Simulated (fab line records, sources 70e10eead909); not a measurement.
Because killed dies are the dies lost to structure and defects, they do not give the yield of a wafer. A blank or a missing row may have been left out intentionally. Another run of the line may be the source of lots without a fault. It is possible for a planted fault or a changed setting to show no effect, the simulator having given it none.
fab line records / flow nandHarc / part 2 of 2: steps 22 to 30 of 30
record lots=5 wafers=15 lastDay=24
route steps=1159 shown A_SLIT@787 A_SIN_REMOVE@804 A_WL_FILL@809
lots that met no fault: from a run of the same line without faults
startH: start of the lot's first displayed wafer, in hours after the record's first day / waitH: hours elapsed since this lot's preceding step / " same as the row above / L1.1+2: a single row standing in for several wafers / - no value, or no start was given / * or withheld: withheld / < > ~ a bound
route shown NAME@n: NAME is a module with steps in the file, n the number in the route of the first one / usual: the fault-free wafers' mean and standard deviation / same: alike in all rows / chamber/n: place in a boat / sites: readings site by site / _std_site: the standard deviation of these / _edge_site: mean of outer sites minus mean of inner sites / radiusMm: for every site, how far away it sits from the centre of the wafer / mask NAME#n: copy n / behind: the last tool/chamber to shape the wafer / hold: why the lot was held/for how many hours/how that ended / device: transistor that didn't switch, given as n, p or np / end of line: the route-end tests of the same wafers / step lacking rows: just its recipe / killed: the dies lost at the first sort to structure and to defects; this is not the yield of the wafer / map: shows each die of a wafer: x if killed, . if not, _ if none is there
set.NAME: the setting that was run; set.NAME@STEP: the one run at that earlier step / model.NAME: the simulator's own value behind a step, which no gauge read
lots seen at some steps along the route; tables by step, rows by wafer
services: the hour from which a tool's chamber was out of use, counted from the record's first day as startH (under 0 if before that day), plus the number of hours and why
## steps
# step NHARC_A_WL_FILL_ALD_00
# recipe targetThkA=30 pulseTimeS=3 aldCycles=30 tempC=300 material=Al2O3
# usual heaterPowerOuterW=251/28 heaterPowerW=446/40 precursorPulseHeightRel=1.001/0.022
# same pulseTimeS=3
lot.wafer=L079.4 tool=aldHk-03 chamber=1 startH=354.06 waitH=0.1 heaterPowerOuterW=273 heaterPowerW=489 precursorPulseHeightRel=1.047
lot.wafer=L079.1 tool=aldHk-03 chamber=2 startH=354.06 waitH=0.1 heaterPowerOuterW=334 heaterPowerW=533 precursorPulseHeightRel=0.993
lot.wafer=L079.5 tool=aldHk-03 chamber=1 startH=354.06 waitH=0.1 heaterPowerOuterW=280 heaterPowerW=491 precursorPulseHeightRel=1.007
lot.wafer=L081.3 tool=aldHk-04 chamber=2 startH=372.93 waitH=0.1 heaterPowerOuterW=241 heaterPowerW=438 precursorPulseHeightRel=1.009
lot.wafer=L081.4 tool=aldHk-04 chamber=0 startH=372.93 waitH=0.1 heaterPowerOuterW=310 heaterPowerW=533 precursorPulseHeightRel=1.003
lot.wafer=L081.5 tool=aldHk-04 chamber=1 startH=372.93 waitH=0.1 heaterPowerOuterW=280 heaterPowerW=494 precursorPulseHeightRel=0.997
lot.wafer=L088.3 tool=aldHk-02 chamber=3 startH=426.42 waitH=2.8 heaterPowerOuterW=258 heaterPowerW=446 precursorPulseHeightRel=1.003
lot.wafer=L088.1 tool=aldHk-02 chamber=2 startH=426.42 waitH=2.8 heaterPowerOuterW=247 heaterPowerW=483 precursorPulseHeightRel=0.978
lot.wafer=L088.6 tool=aldHk-02 chamber=0 startH=426.42 waitH=2.8 heaterPowerOuterW=201 heaterPowerW=376 precursorPulseHeightRel=0.977
lot.wafer=L090.2 tool=aldHk-02 chamber=3 startH=430.72 waitH=0.1 heaterPowerOuterW=258 heaterPowerW=444 precursorPulseHeightRel=1.014
lot.wafer=L090.4 tool=aldHk-02 chamber=0 startH=430.72 waitH=0.1 heaterPowerOuterW=206 heaterPowerW=382 precursorPulseHeightRel=1.021
lot.wafer=L090.6 tool=aldHk-02 chamber=2 startH=430.72 waitH=0.1 heaterPowerOuterW=240 heaterPowerW=474 precursorPulseHeightRel=0.965
lot.wafer=L096.4 tool=aldHk-04 chamber=0 startH=445.70 waitH=0.4 heaterPowerOuterW=280 heaterPowerW=488 precursorPulseHeightRel=0.996
lot.wafer=L096.6 tool=aldHk-04 chamber=3 startH=445.70 waitH=0.4 heaterPowerOuterW=242 heaterPowerW=424 precursorPulseHeightRel=0.969
lot.wafer=L096.5 tool=aldHk-04 chamber=0 startH=445.70 waitH=0.4 heaterPowerOuterW=292 heaterPowerW=498 precursorPulseHeightRel=1.005
# step NHARC_A_WL_FILL_RTA_01
# recipe tempC=1000 timeS=5
# usual lampPowerPct=32.9/1.5 wafer_temp_C_max=1005.8/2.7
lot.wafer=L079.1 tool=rtpAnneal-01 chamber=0 startH=354.32 waitH=- lampPowerPct=34.3 wafer_temp_C_max=1006.7
lot.wafer=L079.4 tool=rtpAnneal-01 chamber=0 startH=354.32 waitH=- lampPowerPct=34.2 wafer_temp_C_max=1005.4
lot.wafer=L079.5 tool=rtpAnneal-01 chamber=0 startH=354.32 waitH=- lampPowerPct=34.2 wafer_temp_C_max=1007.6
lot.wafer=L081.3 tool=rtpAnneal-02 chamber=0 startH=373.22 waitH=- lampPowerPct=31.3 wafer_temp_C_max=1003.3
lot.wafer=L081.4 tool=rtpAnneal-02 chamber=0 startH=373.22 waitH=- lampPowerPct=31.3 wafer_temp_C_max=1003.4
lot.wafer=L081.5 tool=rtpAnneal-02 chamber=0 startH=373.22 waitH=- lampPowerPct=31.2 wafer_temp_C_max=1003.7
lot.wafer=L088.1 tool=rtpAnneal-01 chamber=0 startH=426.85 waitH=- lampPowerPct=34.2 wafer_temp_C_max=1006.1
lot.wafer=L088.3 tool=rtpAnneal-01 chamber=0 startH=426.85 waitH=- lampPowerPct=34.1 wafer_temp_C_max=1008.2
lot.wafer=L088.6 tool=rtpAnneal-01 chamber=0 startH=426.85 waitH=- lampPowerPct=34.2 wafer_temp_C_max=1009.8
lot.wafer=L090.2 tool=rtpAnneal-02 chamber=0 startH=430.98 waitH=- lampPowerPct=31.3 wafer_temp_C_max=1003.3
lot.wafer=L090.4 tool=rtpAnneal-02 chamber=0 startH=430.98 waitH=- lampPowerPct=31.3 wafer_temp_C_max=1003.0
lot.wafer=L090.6 tool=rtpAnneal-02 chamber=0 startH=430.98 waitH=- lampPowerPct=31.3 wafer_temp_C_max=1002.4
lot.wafer=L096.4 tool=rtpAnneal-01 chamber=0 startH=446.08 waitH=- lampPowerPct=34.2 wafer_temp_C_max=1008.9
lot.wafer=L096.5 tool=rtpAnneal-01 chamber=0 startH=446.08 waitH=- lampPowerPct=34.2 wafer_temp_C_max=1011.8
lot.wafer=L096.6 tool=rtpAnneal-01 chamber=0 startH=446.08 waitH=- lampPowerPct=34.2 wafer_temp_C_max=1005.5
# step NHARC_A_WL_FILL_ALD_02
# recipe targetThkA=20 pulseTimeS=3 aldCycles=100 tempC=450 material=TiN
# usual heaterPowerOuterW=683/110 heaterPowerW=1083/130 precursorPulseHeightRel=0.999/0.019
# same pulseTimeS=3
lot.wafer=L079.4 tool=aldMetal-03 chamber=2 startH=354.54 waitH=0.1 heaterPowerOuterW=869 heaterPowerW=1314 precursorPulseHeightRel=0.982
lot.wafer=L079.1 tool=aldMetal-03 chamber=1 startH=354.54 waitH=0.1 heaterPowerOuterW=674 heaterPowerW=1084 precursorPulseHeightRel=0.980
lot.wafer=L079.5 tool=aldMetal-03 chamber=2 startH=354.54 waitH=0.1 heaterPowerOuterW=880 heaterPowerW=1302 precursorPulseHeightRel=1.024
lot.wafer=L081.4 tool=aldMetal-03 chamber=0 startH=373.38 waitH=0.1 heaterPowerOuterW=666 heaterPowerW=1112 precursorPulseHeightRel=1.010
lot.wafer=L081.3 tool=aldMetal-03 chamber=3 startH=373.38 waitH=0.1 heaterPowerOuterW=495 heaterPowerW=840 precursorPulseHeightRel=1.017
lot.wafer=L081.5 tool=aldMetal-03 chamber=0 startH=373.38 waitH=0.1 heaterPowerOuterW=667 heaterPowerW=1098 precursorPulseHeightRel=1.010
lot.wafer=L088.3 tool=aldMetal-02 chamber=3 startH=427.07 waitH=0.1 heaterPowerOuterW=706 heaterPowerW=1099 precursorPulseHeightRel=0.973
lot.wafer=L088.1 tool=aldMetal-02 chamber=0 startH=427.07 waitH=0.1 heaterPowerOuterW=749 heaterPowerW=1133 precursorPulseHeightRel=1.008
lot.wafer=L088.6 tool=aldMetal-02 chamber=1 startH=427.07 waitH=0.1 heaterPowerOuterW=666 heaterPowerW=1044 precursorPulseHeightRel=0.942
lot.wafer=L090.4 tool=aldMetal-02 chamber=3 startH=431.21 waitH=0.1 heaterPowerOuterW=711 heaterPowerW=1101 precursorPulseHeightRel=1.017
lot.wafer=L090.2 tool=aldMetal-02 chamber=0 startH=431.21 waitH=0.1 heaterPowerOuterW=726 heaterPowerW=1094 precursorPulseHeightRel=0.973
lot.wafer=L090.6 tool=aldMetal-02 chamber=2 startH=431.21 waitH=0.1 heaterPowerOuterW=792 heaterPowerW=1229 precursorPulseHeightRel=0.987
lot.wafer=L096.4 tool=aldMetal-03 chamber=3 startH=446.28 waitH=0.2 heaterPowerOuterW=511 heaterPowerW=847 precursorPulseHeightRel=0.995
lot.wafer=L096.6 tool=aldMetal-03 chamber=1 startH=446.28 waitH=0.2 heaterPowerOuterW=664 heaterPowerW=1093 precursorPulseHeightRel=0.981
lot.wafer=L096.5 tool=aldMetal-03 chamber=2 startH=446.28 waitH=0.2 heaterPowerOuterW=895 heaterPowerW=1321 precursorPulseHeightRel=0.984
# step NHARC_A_WL_FILL_CVD_03
# recipe targetThkA=400 tempC=300 pressureTorr=40 wf6FlowSccm=40 h2FlowSccm=1600 arFlowSccm=1560 timeS=3302 material=W
# usual heaterPowerOuterW=262/35 heaterPowerW=458/45 throttleValvePct=8.0/0.36
lot.wafer=L079.1 tool=cvdW-02 chamber=0 startH=354.97 waitH=0.1 heaterPowerOuterW=239 heaterPowerW=417 throttleValvePct=8.4
lot.wafer=L079.4 tool=cvdW-02 chamber=0 startH=354.97 waitH=0.1 heaterPowerOuterW=240 heaterPowerW=419 throttleValvePct=8.2
lot.wafer=L079.5 tool=cvdW-02 chamber=0 startH=354.97 waitH=0.1 heaterPowerOuterW=241 heaterPowerW=412 throttleValvePct=8.2
lot.wafer=L081.4 tool=cvdW-02 chamber=0 startH=374.76 waitH=1.0 heaterPowerOuterW=239 heaterPowerW=409 throttleValvePct=8.0
lot.wafer=L081.3 tool=cvdW-02 chamber=1 startH=374.76 waitH=1.0 heaterPowerOuterW=334 heaterPowerW=551 throttleValvePct=8.1
lot.wafer=L081.5 tool=cvdW-02 chamber=0 startH=374.76 waitH=1.0 heaterPowerOuterW=236 heaterPowerW=415 throttleValvePct=8.4
lot.wafer=L088.1 tool=cvdW-02 chamber=0 startH=428.05 waitH=0.5 heaterPowerOuterW=234 heaterPowerW=394 throttleValvePct=8.1
lot.wafer=L088.3 tool=cvdW-02 chamber=0 startH=428.05 waitH=0.5 heaterPowerOuterW=229 heaterPowerW=393 throttleValvePct=7.9
lot.wafer=L088.6 tool=cvdW-02 chamber=1 startH=428.05 waitH=0.5 heaterPowerOuterW=315 heaterPowerW=521 throttleValvePct=8.2
lot.wafer=L090.2 tool=cvdW-02 chamber=0 startH=432.10 waitH=0.5 heaterPowerOuterW=228 heaterPowerW=404 throttleValvePct=7.7
lot.wafer=L090.4 tool=cvdW-02 chamber=0 startH=432.10 waitH=0.5 heaterPowerOuterW=228 heaterPowerW=396 throttleValvePct=7.8
lot.wafer=L090.6 tool=cvdW-02 chamber=0 startH=432.10 waitH=0.5 heaterPowerOuterW=218 heaterPowerW=399 throttleValvePct=7.8
lot.wafer=L096.4 tool=cvdW-01 chamber=1 startH=450.72 waitH=4.1 heaterPowerOuterW=253 heaterPowerW=445 throttleValvePct=7.5
lot.wafer=L096.5 tool=cvdW-01 chamber=0 startH=450.72 waitH=4.1 heaterPowerOuterW=242 heaterPowerW=440 throttleValvePct=8.1
lot.wafer=L096.6 tool=cvdW-01 chamber=1 startH=450.72 waitH=4.1 heaterPowerOuterW=254 heaterPowerW=453 throttleValvePct=7.4
# step NHARC_A_WL_FILL_ETCHBACK_04
# recipe targetDepthA=600 timeS=120 chemistry=NF3
# usual drypumpMotorCurrentA=5.90/0.18 heBacksideLeakSccm=3.33/0.2 oesProductAu=0.999/0.0078
lot.wafer=L079.1 tool=rieMetal-02 chamber=1 startH=358.29 waitH=2.8 drypumpMotorCurrentA=5.64 heBacksideLeakSccm=3.33 oesProductAu=1.006 rfHoursCounterH=3.5
lot.wafer=L079.4 tool=rieMetal-02 chamber=1 startH=358.29 waitH=2.8 drypumpMotorCurrentA=5.66 heBacksideLeakSccm=3.59 oesProductAu=1.006 rfHoursCounterH=-
lot.wafer=L079.5 tool=rieMetal-02 chamber=1 startH=358.29 waitH=2.8 drypumpMotorCurrentA=5.64 heBacksideLeakSccm=3.46 oesProductAu=1.001 rfHoursCounterH=-
lot.wafer=L081.4 tool=rieMetal-01 chamber=0 startH=377.18 waitH=1.9 drypumpMotorCurrentA=5.76 heBacksideLeakSccm=3.10 oesProductAu=1.004 rfHoursCounterH=-
lot.wafer=L081.3 tool=rieMetal-01 chamber=1 startH=377.18 waitH=1.9 drypumpMotorCurrentA=6.06 heBacksideLeakSccm=3.32 oesProductAu=1.011 rfHoursCounterH=-
lot.wafer=L081.5 tool=rieMetal-01 chamber=1 startH=377.18 waitH=1.9 drypumpMotorCurrentA=6.06 heBacksideLeakSccm=3.37 oesProductAu=1.009 rfHoursCounterH=-
lot.wafer=L088.1 tool=rieMetal-01 chamber=0 startH=430.97 waitH=2.4 drypumpMotorCurrentA=5.74 heBacksideLeakSccm=3.16 oesProductAu=0.987 rfHoursCounterH=2.2
lot.wafer=L088.3 tool=rieMetal-01 chamber=0 startH=430.97 waitH=2.4 drypumpMotorCurrentA=5.73 heBacksideLeakSccm=3.01 oesProductAu=0.983 rfHoursCounterH=-
lot.wafer=L088.6 tool=rieMetal-01 chamber=1 startH=430.97 waitH=2.4 drypumpMotorCurrentA=6.04 heBacksideLeakSccm=3.33 oesProductAu=0.989 rfHoursCounterH=-
lot.wafer=L090.2 tool=rieMetal-02 chamber=1 startH=434.97 waitH=2.4 drypumpMotorCurrentA=5.65 heBacksideLeakSccm=3.77 oesProductAu=1.015 rfHoursCounterH=0.8
lot.wafer=L090.4 tool=rieMetal-02 chamber=0 startH=434.97 waitH=2.4 drypumpMotorCurrentA=5.94 heBacksideLeakSccm=3.35 oesProductAu=1.007 rfHoursCounterH=-
lot.wafer=L090.6 tool=rieMetal-02 chamber=0 startH=434.97 waitH=2.4 drypumpMotorCurrentA=5.92 heBacksideLeakSccm=3.41 oesProductAu=0.998 rfHoursCounterH=-
lot.wafer=L096.4 tool=rieMetal-02 chamber=1 startH=452.72 waitH=1.5 drypumpMotorCurrentA=5.65 heBacksideLeakSccm=3.57 oesProductAu=0.999 rfHoursCounterH=-
lot.wafer=L096.5 tool=rieMetal-02 chamber=0 startH=452.72 waitH=1.5 drypumpMotorCurrentA=5.96 heBacksideLeakSccm=3.39 oesProductAu=1.000 rfHoursCounterH=-
lot.wafer=L096.6 tool=rieMetal-02 chamber=1 startH=452.72 waitH=1.5 drypumpMotorCurrentA=5.65 heBacksideLeakSccm=3.55 oesProductAu=1.003 rfHoursCounterH=-
# step NHARC_A_WL_FILL_ETCHBACK_05
# recipe targetDepthA=220 timeS=60 tempC=40 chemistry=Cl2/BCl3
# usual drypumpMotorCurrentA=5.90/0.18 heBacksideLeakSccm=3.35/0.19 oesProductAu=1.001/0.0072
lot.wafer=L079.1 tool=rieMetal-02 chamber=1 startH=358.53 waitH=0.2 drypumpMotorCurrentA=5.65 heBacksideLeakSccm=3.74 oesProductAu=1.000 rfHoursCounterH=3.6
lot.wafer=L079.4 tool=rieMetal-02 chamber=1 startH=358.53 waitH=0.2 drypumpMotorCurrentA=5.62 heBacksideLeakSccm=3.68 oesProductAu=1.006 rfHoursCounterH=-
lot.wafer=L079.5 tool=rieMetal-02 chamber=1 startH=358.53 waitH=0.2 drypumpMotorCurrentA=5.64 heBacksideLeakSccm=3.62 oesProductAu=1.004 rfHoursCounterH=-
lot.wafer=L081.4 tool=rieMetal-01 chamber=1 startH=377.38 waitH=0.2 drypumpMotorCurrentA=6.04 heBacksideLeakSccm=3.24 oesProductAu=0.997 rfHoursCounterH=-
lot.wafer=L081.3 tool=rieMetal-01 chamber=0 startH=377.38 waitH=0.2 drypumpMotorCurrentA=5.75 heBacksideLeakSccm=3.33 oesProductAu=0.993 rfHoursCounterH=-
lot.wafer=L081.5 tool=rieMetal-01 chamber=1 startH=377.38 waitH=0.2 drypumpMotorCurrentA=6.02 heBacksideLeakSccm=3.28 oesProductAu=1.005 rfHoursCounterH=-
lot.wafer=L088.1 tool=rieMetal-01 chamber=1 startH=431.28 waitH=0.3 drypumpMotorCurrentA=6.06 heBacksideLeakSccm=3.49 oesProductAu=1.001 rfHoursCounterH=2.7
lot.wafer=L088.3 tool=rieMetal-01 chamber=0 startH=431.28 waitH=0.3 drypumpMotorCurrentA=5.74 heBacksideLeakSccm=3.03 oesProductAu=0.996 rfHoursCounterH=-
lot.wafer=L088.6 tool=rieMetal-01 chamber=0 startH=431.28 waitH=0.3 drypumpMotorCurrentA=5.73 heBacksideLeakSccm=3.28 oesProductAu=0.986 rfHoursCounterH=-
lot.wafer=L090.2 tool=rieMetal-02 chamber=1 startH=435.18 waitH=0.2 drypumpMotorCurrentA=5.62 heBacksideLeakSccm=3.51 oesProductAu=1.002 rfHoursCounterH=0.9
lot.wafer=L090.4 tool=rieMetal-02 chamber=1 startH=435.18 waitH=0.2 drypumpMotorCurrentA=5.64 heBacksideLeakSccm=3.73 oesProductAu=1.000 rfHoursCounterH=-
lot.wafer=L090.6 tool=rieMetal-02 chamber=1 startH=435.18 waitH=0.2 drypumpMotorCurrentA=5.62 heBacksideLeakSccm=3.68 oesProductAu=1.006 rfHoursCounterH=-
lot.wafer=L096.4 tool=rieMetal-02 chamber=1 startH=452.90 waitH=0.1 drypumpMotorCurrentA=5.64 heBacksideLeakSccm=3.68 oesProductAu=1.002 rfHoursCounterH=-
lot.wafer=L096.6 tool=rieMetal-02 chamber=0 startH=452.90 waitH=0.1 drypumpMotorCurrentA=5.93 heBacksideLeakSccm=3.36 oesProductAu=1.004 rfHoursCounterH=-
lot.wafer=L096.5 tool=rieMetal-02 chamber=1 startH=452.90 waitH=0.1 drypumpMotorCurrentA=5.64 heBacksideLeakSccm=3.66 oesProductAu=1.013 rfHoursCounterH=-
# step NHARC_A_WL_FILL_STRIP_27
# recipe powerW=1500 tempC=250 timeS=20 chemistry=N2/H2
# usual drypumpMotorCurrentA=5.8/0.45 heaterPowerW=352/36
lot.wafer=L079.1 tool=plasmaAsher-02 chamber=1 startH=358.67 waitH=0.1 drypumpMotorCurrentA=5.2 heaterPowerW=328 rfHoursCounterH=60
lot.wafer=L079.4 tool=plasmaAsher-02 chamber=0 startH=358.67 waitH=0.1 drypumpMotorCurrentA=5.7 heaterPowerW=331 rfHoursCounterH=-
lot.wafer=L079.5 tool=plasmaAsher-02 chamber=0 startH=358.67 waitH=0.1 drypumpMotorCurrentA=5.7 heaterPowerW=334 rfHoursCounterH=-
lot.wafer=L081.3 tool=plasmaAsher-02 chamber=0 startH=377.54 waitH=0.1 drypumpMotorCurrentA=5.7 heaterPowerW=350 rfHoursCounterH=-
lot.wafer=L081.4 tool=plasmaAsher-02 chamber=1 startH=377.54 waitH=0.1 drypumpMotorCurrentA=5.2 heaterPowerW=305 rfHoursCounterH=-
lot.wafer=L081.5 tool=plasmaAsher-02 chamber=1 startH=377.54 waitH=0.1 drypumpMotorCurrentA=5.2 heaterPowerW=300 rfHoursCounterH=-
lot.wafer=L088.1 tool=plasmaAsher-01 chamber=0 startH=431.47 waitH=0.2 drypumpMotorCurrentA=6.5 heaterPowerW=407 rfHoursCounterH=49
lot.wafer=L088.3 tool=plasmaAsher-01 chamber=1 startH=431.47 waitH=0.2 drypumpMotorCurrentA=5.8 heaterPowerW=357 rfHoursCounterH=-
lot.wafer=L088.6 tool=plasmaAsher-01 chamber=0 startH=431.47 waitH=0.2 drypumpMotorCurrentA=6.5 heaterPowerW=407 rfHoursCounterH=-
lot.wafer=L090.2 tool=plasmaAsher-02 chamber=0 startH=435.47 waitH=0.3 drypumpMotorCurrentA=5.7 heaterPowerW=348 rfHoursCounterH=23
lot.wafer=L090.4 tool=plasmaAsher-02 chamber=0 startH=435.47 waitH=0.3 drypumpMotorCurrentA=5.7 heaterPowerW=351 rfHoursCounterH=-
lot.wafer=L090.6 tool=plasmaAsher-02 chamber=0 startH=435.47 waitH=0.3 drypumpMotorCurrentA=5.7 heaterPowerW=350 rfHoursCounterH=-
lot.wafer=L096.4 tool=plasmaAsher-02 chamber=1 startH=453.07 waitH=0.2 drypumpMotorCurrentA=5.2 heaterPowerW=293 rfHoursCounterH=-
lot.wafer=L096.5 tool=plasmaAsher-02 chamber=0 startH=453.07 waitH=0.2 drypumpMotorCurrentA=5.7 heaterPowerW=344 rfHoursCounterH=-
lot.wafer=L096.6 tool=plasmaAsher-02 chamber=1 startH=453.07 waitH=0.2 drypumpMotorCurrentA=5.2 heaterPowerW=305 rfHoursCounterH=-
# step NHARC_A_WL_FILL_STRIP_28
# recipe timeS=1200 tempC=72.5 chemistry=postEtchResidueRemover
lot.wafer=L079.4+1+5 tool=wetBench-01 chamber=0,1,3 startH=358.85 waitH=0.1
lot.wafer=L081.4+5+3 tool=wetBench-01 chamber=5,6,7 startH=377.67 waitH=0.1
lot.wafer=L088.6+1+3 tool=wetBench-01 chamber=2,5,7 startH=431.65 waitH=0.1
lot.wafer=L090.2+4+6 tool=wetBench-01 chamber=3,5,7 startH=435.63 waitH=0.1
lot.wafer=L096.6+4+5 tool=wetBench-02 chamber=0,1,4 startH=453.18 waitH=0.0
# step NHARC_A_WL_FILL_PRECLEAN_06
# recipe timeS=300 chemistry=DIW
lot.wafer=L079.4+1+5 tool=wetBench-01 chamber=0,1,3 startH=- waitH=-
lot.wafer=L081.4+5+3 tool=wetBench-01 chamber=5,6,7 startH=- waitH=-
lot.wafer=L088.6+1+3 tool=wetBench-01 chamber=2,5,7 startH=- waitH=-
lot.wafer=L090.2+4+6 tool=wetBench-01 chamber=3,5,7 startH=- waitH=-
lot.wafer=L096.6+4+5 tool=wetBench-02 chamber=0,1,4 startH=- waitH=-
## services
tool=rieMetal-02 chamber=1 startH=318.63 hours=9.0 kind=repair
tool=aldMetal-03 chamber=- startH=322.00 hours=10.0 kind=pm
tool=wetBench-03 chamber=- startH=331.86 hours=2.7 kind=repair
tool=rieMetal-01 chamber=- startH=332.00 hours=9.0 kind=pm
tool=rieDiel-06 chamber=0 startH=346.22 hours=3.0 kind=repair
tool=cvdW-02 chamber=- startH=349.77 hours=2.3 kind=repair
tool=wetBench-02 chamber=- startH=356.00 hours=8.0 kind=pm
tool=wetH3po4-02 chamber=- startH=356.02 hours=8.0 kind=pm
tool=plasmaAsher-02 chamber=- startH=360.00 hours=9.0 kind=pm
tool=rieDiel-13 chamber=- startH=362.67 hours=0.1 kind=repair
tool=rieDiel-06 chamber=3 startH=375.71 hours=1.8 kind=repair
tool=cvdW-02 chamber=- startH=380.93 hours=13.0 kind=pm
tool=harEtch-02 chamber=- startH=386.31 hours=25.6 kind=repair
tool=rieMetal-02 chamber=- startH=388.00 hours=9.0 kind=pm
tool=wetBench-01 chamber=- startH=389.60 hours=8.0 kind=pm
tool=rieMetal-02 chamber=1 startH=404.98 hours=17.1 kind=repair
tool=rieMetal-01 chamber=0 startH=412.54 hours=4.8 kind=repair
tool=rieDiel-06 chamber=- startH=418.20 hours=9.0 kind=pm
tool=rieDiel-09 chamber=3 startH=425.47 hours=5.0 kind=repair
tool=rieDiel-09 chamber=- startH=431.22 hours=9.0 kind=pm
tool=rieDiel-09 chamber=2 startH=441.12 hours=9.9 kind=repair
tool=rieDiel-06 chamber=2 startH=441.79 hours=7.6 kind=repair
tool=wetBench-07 chamber=- startH=448.00 hours=8.0 kind=pm
tool=rieDiel-13 chamber=- startH=453.00 hours=9.0 kind=pm
